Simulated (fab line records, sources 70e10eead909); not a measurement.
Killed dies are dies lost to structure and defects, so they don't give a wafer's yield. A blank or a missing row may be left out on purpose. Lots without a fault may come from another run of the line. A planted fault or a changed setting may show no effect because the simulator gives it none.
A struck lot beside a sound one | flow nand_harc | 15 steps out of a route of 1159
Sound: wafers L159.3, L159.4, L159.6. Struck: wafer L172.4. (L172.1, L172.3 of the same lot were not struck and are left out.) The cause comes at the end.
At each step with rows: each side's tool, then ch and its chambers, then its first start. Under that, the readings that differ: sound wafers | struck wafers | difference of the means | sigmas: that difference in standard deviations of wafers without a fault.
alike: readings whose means differ by less than 2 such deviations, and words and numbers that are the same on both sides. not compared: withheld readings, readings that some wafer has no value for, bounds like >300 that may hide the same value, and numbers for which the record gives no deviation and whose values overlap.
The two part at a step that has a row with sigmas, a row that says differs or no value, or rows on one side only. Numbers that don't overlap but have no deviation are shown without sigmas and don't part them. A reading that every wafer of one side lacks parts them only if that side has two wafers or more.

first, 7 steps without rows for these wafers: NHARC_A_SGD_CUT_COAT_57 (time 65 s); NHARC_A_SGD_CUT_COAT_03 (resist thk 90 nm); NHARC_A_SGD_CUT_SOFTBAKE_04 (time 55 s); NHARC_A_SGD_CUT_EBR_05; NHARC_A_SGD_CUT_EXPOSE_06 (exposes mask SGD); NHARC_A_SGD_CUT_PEB_07 (peb time 65 s); NHARC_A_SGD_CUT_DEVELOP_08 (develop time 35 s).
NHARC_A_SGD_CUT_CD_MEAS_09: target cd 100 nm.
  sound on cd_sem-01 ch 0, day 14 11:35; struck on cd_sem-01 ch 0, day 17 23:05
  alike: cd_nm
NHARC_A_SGD_CUT_OVL_MEAS_10:
  sound on overlay-02, day 14 11:41; struck on overlay-01, day 17 23:11
  reading           | sound       | struck | difference | sigmas
  overlay_y_nm (nm) | 1.1 1.4 1.6 | -0.9   | -2.3       | -2
  alike: overlay_x_nm
NHARC_A_SGD_CUT_INSPECT_11:
  sound on defect_inspect-02, day 14 11:44; struck on defect_inspect-01, day 17 23:13
  alike: raw_defect_count
NHARC_A_SGD_CUT_DESCUM_14: chemistry O2, time 3 s.
  sound on rie_diel-05 ch 1,2,3, day 14 11:47; struck on rie_diel-05 ch 3, day 17 23:17
  alike: drypump_motor_current_A, o2_flow_sccm, oes_product_au, rf_vpp_V, showerhead_plenum_p_Torr, throttle_valve_pct
  not compared: rf_hours_counter_h
NHARC_A_SGD_CUT_ETCH_58: etches the open film in CF4, target depth 39 nm, time 65 s.
  sound on rie_diel-05 ch 0,1,2, day 14 11:53; struck on rie_diel-05 ch 3, day 17 23:22
  reading      | sound             | struck | difference | sigmas
  rf_vpp_V (V) | 151.4 151.6 149.4 | 153.8  | +3.0       | +2
  alike: drypump_motor_current_A, oes_product_au, run_length_s, showerhead_plenum_p_Torr, throttle_valve_pct
  not compared: rf_hours_counter_h
NHARC_A_SGD_CUT_ETCH_59: etches the open film in N2/H2, target depth 260 nm, time 406.25 s.
  sound on rie_diel-05 ch 2,3, day 14 11:59; struck on rie_diel-05 ch 0, day 17 23:28
  reading                         | sound             | struck | difference | sigmas
  drypump_motor_current_A (A)     | 6.4 6.4 6.4       | 5.2    | -1.2       | -3
  run_length_s (s)                | 427.9 427.9 428.3 | 298.7  | -129.3     | -99 or more
  showerhead_plenum_p_Torr (Torr) | 2.17 2.19 2.17    | 1.89   | -0.29      | -3
  alike: n2_flow_sccm, oes_product_au, rf_vpp_V, throttle_valve_pct
  not compared: rf_hours_counter_h
NHARC_A_SGD_CUT_ETCH_15: etches the open film in CH3F/O2, target depth 75 nm, time 64.3 s.
  sound on rie_diel-05 ch 0,1,3; struck on rie_diel-05 ch 2
  alike: drypump_motor_current_A, o2_flow_sccm, oes_product_au, rf_vpp_V, run_length_s, showerhead_plenum_p_Torr, throttle_valve_pct
  not compared: rf_hours_counter_h
-- the record jumps here: 6 days lie between the struck wafers' starts before and after (it left off in module A_SGD_CUT and takes up again in module END, whose first step shown is number 1159 of the route) --
NHARC_END_SORT_01:
  the record has rows for the struck wafers here (prober-01 ch 0, day 23 14:26) and none for the sound ones

WHERE THEY PART
First at NHARC_A_SGD_CUT_OVL_MEAS_10; last, within this record, at NHARC_END_SORT_01.

WHY: what the simulator had put in
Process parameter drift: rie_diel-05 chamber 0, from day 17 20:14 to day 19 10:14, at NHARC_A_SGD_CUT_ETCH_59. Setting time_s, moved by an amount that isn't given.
